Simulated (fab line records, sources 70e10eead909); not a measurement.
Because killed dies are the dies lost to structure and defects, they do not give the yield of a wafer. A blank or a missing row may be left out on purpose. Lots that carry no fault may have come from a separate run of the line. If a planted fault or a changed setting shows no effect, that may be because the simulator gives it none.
fab line records	flow nand-harc
record lots=14	wafers=42	last-day=25
route steps=1159 shown A_BLC@979 A_M1@1034
lots that met no fault: from a run of the same line without faults
start-h: the number of hours between the record's first day and the start of the first shown wafer of the lot	wait-h: time in hours since the lot's previous step	" same as the row above	L1.1+2: a single row standing in for several wafers	- value missing, or start not given	* or withheld: withheld	< > ~ a bound
route shown NAME@n: NAME is a module with steps in the file, n the number in the route of the first one	usual: average and standard deviation across the fault-free wafers	same: alike in all rows	chamber/n: place in a boat	sites: readings site by site	_std_site: how widely they spread, as a standard deviation	_edge_site: outer sites' mean less inner sites'	radius-mm: how far each site lies from the wafer's centre	mask NAME#n: copy n	behind: the most recent tool/chamber to have shaped the wafer	hold: the reason the lot was held/the length of the hold in hours/how it ended	device: the transistor (n, p or np) that didn't switch	end of line: tests run on the same wafers once the route is complete	a step with no rows: only its recipe	killed: not the wafer's yield, but the dies lost to structure and defects at the first sort	map: a wafer's dies, marking killed ones x, the rest . and places with no die _
set.NAME: setting as actually run; set.NAME@STEP: the setting as run at that earlier step	model.NAME: the simulator's own value behind a step, which no gauge read
a sample of lots followed through the steps of the route, with each step as a table and each wafer as a row
services: when a tool's chamber went out of use (start-h, in hours from the record's first day, below 0 if earlier), for how many hours, and the reason
## steps
# step NHARC_A_BLC_ETCH_17
# recipe target-depth-a=3900	over-etch-frac=0.25	time-s=609.38	ion-energy-ev=200	n2-flow-sccm=150	h2-flow-sccm=150	ar-flow-sccm=0	rf-w=400	bias-w=150	chemistry=N2/H2
# usual drypump-motor-current-A=5.9/0.45	oes-product-au=0.996/0.01	rf-fwd-power-W=399.6/1.2	rf-vpp-V=431/3.2	showerhead-plenum-p-Torr=2.04/0.11	throttle-valve-pct=14.172/0.009
lot.wafer	tool	chamber	start-h	wait-h	drypump-motor-current-A	oes-product-au	rf-fwd-power-W	rf-hours-counter-h	rf-vpp-V	showerhead-plenum-p-Torr	throttle-valve-pct
L736.3	rie-diel-12	2	-	-	6.7	0.973	400.1	2	434	2.13	14.148
L736.1	"	3	"	"	5.8	0.986	399.0	2	432	2.11	14.180
L736.6	"	2	"	"	6.7	0.979	399.1	-	432	2.13	14.170
L739.2	rie-diel-02	2	-	-	5.9	0.980	399.3	7	429	1.98	14.185
L739.3	"	3	"	"	6.1	0.989	398.8	7	430	2.08	14.162
L739.5	"	1	"	"	6.1	0.993	399.9	-	435	2.18	14.176
L735.2	rie-diel-04	1	-	-	5.2	0.999	400.3	9	432	2.05	14.186
L735.1	"	3	"	"	5.1	0.985	399.3	11	427	1.94	14.185
L735.5	"	0	"	"	6.6	0.987	398.9	-	426	1.89	14.179
L737.3	rie-diel-04	2	-	-	5.9	1.012	402.0	11	426	1.89	14.159
L737.2	"	3	"	"	5.1	0.984	399.2	11	429	1.94	14.167
L737.5	"	3	"	"	5.1	0.992	398.5	-	427	1.94	14.154
L744.4	rie-diel-02	1	-	-	6.1	0.997	399.4	13	435	2.18	14.173
L744.1	"	2	"	"	5.9	0.989	398.4	12	429	1.98	14.170
L744.3	"	3	"	"	6.1	0.994	398.8	12	431	2.07	14.169
L750.2	rie-diel-12	0	-	-	5.8	0.999	400.2	34	430	2.07	14.170
L750.4	"	3	"	"	5.8	1.013	401.6	32	430	2.10	14.167
L750.6	"	1	"	"	6.5	1.005	398.2	-	434	2.21	14.168
L748.4	rie-diel-02	0	-	-	5.8	0.992	401.3	16	435	2.18	14.170
L748.6	"	0	"	"	5.8	0.994	399.6	-	434	2.18	14.178
L748.5	"	1	"	"	6.1	0.990	400.2	-	433	2.18	14.168
L752.3	rie-diel-02	1	-	-	6.1	1.000	400.1	18	435	2.18	14.159
L752.2	"	2	"	"	5.9	0.991	398.1	16	430	1.98	14.178
L752.4	"	3	"	"	6.1	1.001	397.5	16	431	2.07	14.162
L753.3	rie-diel-04	1	-	-	5.2	0.991	398.7	2	431	2.05	14.167
L753.4	"	3	"	"	5.1	1.007	400.2	2	428	1.94	14.171
L753.5	"	1	"	"	5.2	1.002	400.4	-	431	2.05	14.175
L754.2	rie-diel-04	1	-	-	5.2	0.991	398.5	2	430	2.05	14.174
L754.4	"	2	"	"	5.9	1.009	397.8	2	426	1.89	14.169
L754.5	"	3	"	"	5.1	0.993	401.2	-	428	1.94	14.173
L757.3	rie-diel-02	0	-	-	5.7	1.002	400.6	0	433	2.18	14.192
L757.4	"	3	"	"	6.1	1.005	398.9	-	432	2.07	14.179
L757.6	"	1	"	"	6.1	1.012	399.0	-	435	2.18	14.166
L755.3	rie-diel-04	0	-	-	6.6	1.006	402.4	5	426	1.88	14.174
L755.2	"	1	"	"	5.2	0.990	398.4	5	431	2.05	14.175
L755.1	"	2	"	"	5.9	1.015	399.3	5	427	1.89	14.174
L756.4	rie-diel-04	0	-	-	6.6	0.994	398.8	6	425	1.88	14.171
L756.3	"	1	"	"	5.2	1.001	399.8	6	430	2.05	14.158
L756.5	"	0	"	"	6.6	0.997	397.6	-	426	1.88	14.152
L758.3	rie-diel-02	3	-	-	6.1	0.991	401.4	4	432	2.07	14.168
L758.6	"	1	"	"	6.1	1.007	398.5	-	433	2.18	14.176
L758.5	"	2	"	"	5.9	0.997	399.4	-	430	1.98	14.173
# step NHARC_A_M1_PEB_07
# recipe peb-temp-c=100	peb-time-s=65
# usual heater-power-total-W=156.5/0.42	plate-temp-C=100.03/0.12
lot.wafer	tool	chamber	start-h	wait-h	heater-power-total-W	plate-temp-C
L736.1	litho-track-06	0	404.84	0.1	156.0	99.96
L736.3	"	0	"	"	156.0	99.84
L736.6	"	0	"	"	156.3	99.92
L739.2	litho-track-04	0	409.29	0.1	156.0	100.03
L739.3	"	0	"	"	156.9	100.13
L739.5	"	0	"	"	156.6	99.96
L735.1	litho-track-04	0	411.82	0.1	157.2	100.25
L735.2	"	0	"	"	157.2	100.22
L735.5	"	0	"	"	155.9	100.30
L737.2	litho-track-01	0	417.16	0.1	134.5	89.72
L737.3	"	0	"	"	134.4	90.00
L737.5	"	0	"	"	135.1	89.76
L744.1	litho-track-01	0	457.15	0.1	134.5	89.86
L744.3	"	0	"	"	134.9	89.68
L744.4	"	0	"	"	134.1	89.81
L750.2	litho-track-06	0	482.79	0.1	156.2	99.91
L750.4	"	0	"	"	155.9	99.87
L750.6	"	0	"	"	156.2	99.98
L748.4	litho-track-06	0	486.29	0.1	156.2	99.96
L748.5	"	0	"	"	157.2	100.04
L748.6	"	0	"	"	157.2	100.00
L752.2	litho-track-04	0	507.64	0.1	156.3	99.90
L752.3	"	0	"	"	157.1	100.09
L752.4	"	0	"	"	156.1	100.14
L753.3	litho-track-01	0	512.49	0.0	156.3	99.93
L753.4	"	0	"	"	156.4	99.86
L753.5	"	0	"	"	156.0	99.95
L754.2	litho-track-04	0	512.86	0.1	157.2	100.18
L754.4	"	0	"	"	156.3	100.00
L754.5	"	0	"	"	156.1	100.15
L757.3	litho-track-06	0	526.48	0.0	156.1	99.99
L757.4	"	0	"	"	157.1	100.09
L757.6	"	0	"	"	157.0	100.12
L755.1	litho-track-06	0	532.31	0.1	156.0	99.93
L755.2	"	0	"	"	156.5	100.08
L755.3	"	0	"	"	157.0	99.99
L756.3	litho-track-01	0	536.03	0.0	156.5	100.03
L756.4	"	0	"	"	157.2	99.93
L756.5	"	0	"	"	157.2	100.06
L758.3	litho-track-06	0	554.04	0.0	156.1	99.94
L758.5	"	0	"	"	156.8	100.05
L758.6	"	0	"	"	157.1	100.04
# step NHARC_A_M1_CD_MEAS_09
# recipe target-cd-nm=120	landing-energy-ev=500
# usual cd-nm=119.6/0.69
lot.wafer	tool	chamber	start-h	wait-h	cd-nm
L736.1	cd-sem-02	0	404.92	-	119.3
L736.3	"	0	"	"	119.4
L736.6	"	0	"	"	120.6
L739.2	cd-sem-01	0	409.37	-	119.9
L739.3	"	0	"	"	120.5
L739.5	"	0	"	"	119.8
L735.1	cd-sem-01	0	411.91	-	119.9
L735.2	"	0	"	"	119.8
L735.5	"	0	"	"	120.0
L737.2	cd-sem-01	0	417.24	-	71.1
L737.3	"	0	"	"	70.8
L737.5	"	0	"	"	70.4
L744.1	cd-sem-03	0	457.23	-	76.7
L744.3	"	0	"	"	76.2
L744.4	"	0	"	"	76.5
L750.2	cd-sem-01	0	482.87	-	118.9
L750.4	"	0	"	"	118.8
L750.6	"	0	"	"	119.6
L748.4	cd-sem-02	0	486.38	-	121.1
L748.5	"	0	"	"	119.5
L748.6	"	0	"	"	120.4
L752.2	cd-sem-02	0	507.72	-	119.3
L752.3	"	0	"	"	119.8
L752.4	"	0	"	"	119.3
L753.3	cd-sem-02	0	512.57	-	119.8
L753.4	"	0	"	"	118.7
L753.5	"	0	"	"	118.3
L754.2	cd-sem-02	0	512.94	-	120.1
L754.4	"	0	"	"	120.6
L754.5	"	0	"	"	119.7
L757.3	cd-sem-01	0	526.57	-	120.4
L757.4	"	0	"	"	119.6
L757.6	"	0	"	"	119.6
L755.1	cd-sem-02	0	532.39	-	120.1
L755.2	"	0	"	"	119.4
L755.3	"	0	"	"	120.4
L756.3	cd-sem-01	0	536.12	-	119.2
L756.4	"	0	"	"	119.0
L756.5	"	0	"	"	119.5
L758.3	cd-sem-02	0	554.12	-	119.6
L758.5	"	0	"	"	119.6
L758.6	"	0	"	"	119.8
# step NHARC_A_M1_ANNEAL_31
# recipe temp-c=225	time-s=90
# usual wafer_temp_C_max=226.1/0.49
lot.wafer	tool	chamber	start-h	wait-h	wafer_temp_C_max
L736.1	rtp-anneal-02	0	406.91	-	226.0
L736.3	"	0	"	"	226.4
L736.6	"	0	"	"	226.2
L739.2	rtp-anneal-02	0	411.51	0.3	226.3
L739.3	"	0	"	"	226.5
L739.5	"	0	"	"	226.8
L735.1	rtp-anneal-01	0	413.92	0.4	225.3
L735.2	"	0	"	"	225.5
L735.5	"	0	"	"	225.3
L737.2	rtp-anneal-02	0	419.24	0.3	226.1
L737.3	"	0	"	"	226.2
L737.5	"	0	"	"	227.0
L744.1	rtp-anneal-02	0	459.20	-	227.0
L744.3	"	0	"	"	226.4
L744.4	"	0	"	"	226.5
L750.2	rtp-anneal-01	0	484.86	-	225.9
L750.4	"	0	"	"	225.6
L750.6	"	0	"	"	225.7
L748.4	rtp-anneal-02	0	488.50	0.4	226.1
L748.5	"	0	"	"	226.4
L748.6	"	0	"	"	226.8
L752.2	rtp-anneal-01	0	509.73	0.3	225.5
L752.3	"	0	"	"	225.6
L752.4	"	0	"	"	225.4
L753.3	rtp-anneal-02	0	514.77	-	227.0
L753.4	"	0	"	"	226.6
L753.5	"	0	"	"	226.6
L754.2	rtp-anneal-01	0	515.02	-	225.5
L754.4	"	0	"	"	225.5
L754.5	"	0	"	"	225.4
L757.3	rtp-anneal-02	0	528.70	-	226.7
L757.4	"	0	"	"	226.9
L757.6	"	0	"	"	226.3
L755.1	rtp-anneal-02	0	534.39	-	226.4
L755.2	"	0	"	"	226.7
L755.3	"	0	"	"	226.2
L756.3	rtp-anneal-01	0	538.83	-	225.7
L756.4	"	0	"	"	225.5
L756.5	"	0	"	"	225.9
L758.3	rtp-anneal-01	0	556.39	-	225.9
L758.5	"	0	"	"	225.6
L758.6	"	0	"	"	225.6
# step NHARC_A_M1_DEP_33
# recipe target-thk-a=300	temp-c=370	target-thk-nm=30	pressure-torr=3	flow-sccm=200	rf-w=450	material=SiCN
# usual heater-power-w=625/79	rf-fwd-power-W=449.1/1.4
lot.wafer	tool	chamber	start-h	wait-h	heater-power-w	rf-fwd-power-W
L736.3	pecvd-04	2	407.97	0.1	625	450.0
L736.1	"	1	"	"	666	450.1
L736.6	"	1	"	"	669	450.0
L739.3	pecvd-03	0	412.44	0.1	466	446.7
L739.2	"	1	"	"	709	451.1
L739.5	"	2	"	"	644	450.4
L735.1	pecvd-03	1	414.91	0.1	734	449.3
L735.2	"	2	"	"	659	449.9
L735.5	"	0	"	"	592	450.3
L737.3	pecvd-03	2	420.19	0.1	673	450.5
L737.2	"	1	"	"	747	447.8
L737.5	"	2	"	"	678	448.5
L744.3	pecvd-02	0	460.19	0.1	499	446.7
L744.1	"	1	"	"	556	449.4
L744.4	"	0	"	"	497	448.4
L750.2	pecvd-04	1	486.00	0.1	588	450.6
L750.6	"	1	"	"	592	449.9
L750.4	"	0	"	"	730	450.4
L748.6	pecvd-03	1	489.44	0.2	691	450.6
L748.4	"	2	"	"	696	449.7
L748.5	"	0	"	"	606	446.7
L752.2	pecvd-02	0	510.75	0.1	454	449.4
L752.3	"	1	"	"	540	449.1
L752.4	"	0	"	"	464	448.6
L753.3	pecvd-04	1	515.63	0.1	674	449.6
L753.5	"	1	"	"	682	449.7
L753.4	"	2	"	"	720	448.7
L754.2	pecvd-04	1	515.96	0.1	617	450.8
L754.5	"	1	"	"	627	449.5
L754.4	"	2	"	"	617	451.0
L757.3	pecvd-02	2	529.56	0.1	585	447.6
L757.6	"	0	"	"	524	448.3
L757.4	"	1	"	"	636	451.5
L755.2	pecvd-04	0	535.35	0.1	716	447.2
L755.3	"	1	"	"	623	451.3
L755.1	"	2	"	"	647	448.7
L756.3	pecvd-04	2	539.86	0.2	720	450.2
L756.4	"	0	"	"	691	449.6
L756.5	"	2	"	"	700	450.6
L758.3	pecvd-02	0	557.50	0.1	456	452.3
L758.6	"	1	"	"	620	449.1
L758.5	"	0	"	"	457	449.2
## services
tool	chamber	start-h	hours	kind
rie-diel-04	1	370.41	8.1	repair
pecvd-04	0	371.29	4.1	repair
rie-diel-04	0	371.49	-	clean
rie-diel-04	2	371.49	-	clean
pecvd-04	-	376.00	13.0	pm
rie-diel-12	-	379.62	9.0	pm
rie-diel-02	1	384.18	3.1	repair
litho-track-01	-	443.00	7.0	pm
rie-diel-04	-	465.90	9.0	pm
pecvd-03	-	466.24	0.9	repair
litho-track-06	-	467.00	7.0	pm
pecvd-03	-	473.43	13.0	pm
litho-track-04	-	491.00	7.0	pm
rie-diel-12	1	501.38	4.2	repair
rie-diel-02	-	504.71	9.0	pm
pecvd-02	-	515.44	13.0	pm
rie-diel-02	2	529.16	1.6	repair
rie-diel-12	1	532.52	2.6	repair
rie-diel-12	0	536.16	21.5	repair
pecvd-04	1	536.71	24.5	repair
pecvd-03	2	537.73	9.8	repair
rie-diel-12	2	547.95	3.3	repair
rie-diel-12	-	556.62	9.0	pm
pecvd-04	-	557.13	13.0	pm
## key
first-sign step=NHARC_A_M1_PEB_07	reading=plate-temp-C	direction=down	sigmas=89	usual=*	struck=*
effect step=NHARC_A_M1_PEB_07	reading=heater-power-total-W	direction=down	sigmas=52	usual=*	struck=*
effect step=NHARC_A_M1_CD_MEAS_09	reading=cd-nm	direction=down	sigmas=66	usual=119.6	struck=73.6	through=control-loop
met-at NHARC_A_M1_PEB_07
struck-lots L737,L744
later-rows-left-out L737.2,L737.3,L737.5,L744.1,L744.3,L744.4
sort-left-out L737.2,L737.3,L737.5,L744.1,L744.3,L744.4
loop-trim step=NHARC_A_M1_EXPOSE_06	setting=dose	lots=L744
not-acting-at NHARC_A_BLC_ETCH_17,NHARC_A_M1_ANNEAL_31,NHARC_A_M1_DEP_33
fault kind=process-parameter-drift	tool=litho-track-01	chamber=-	onset-h=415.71	steps=NHARC_A_M1_PEB_07	channel=peb-temp-c	offset=*	shape=step	end-h=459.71	acts-in=*	stated=*
# sort-left-out: the simulated sort isn't trusted on such a fault, so these wafers' sort isn't shown, and their yield isn't known
# later-rows-left-out: the simulator's readings of these wafers behind a module that went badly wrong aren't trusted and aren't shown, but for the sort
# loop-trim: a control loop set the setting to another value than it would have without faults
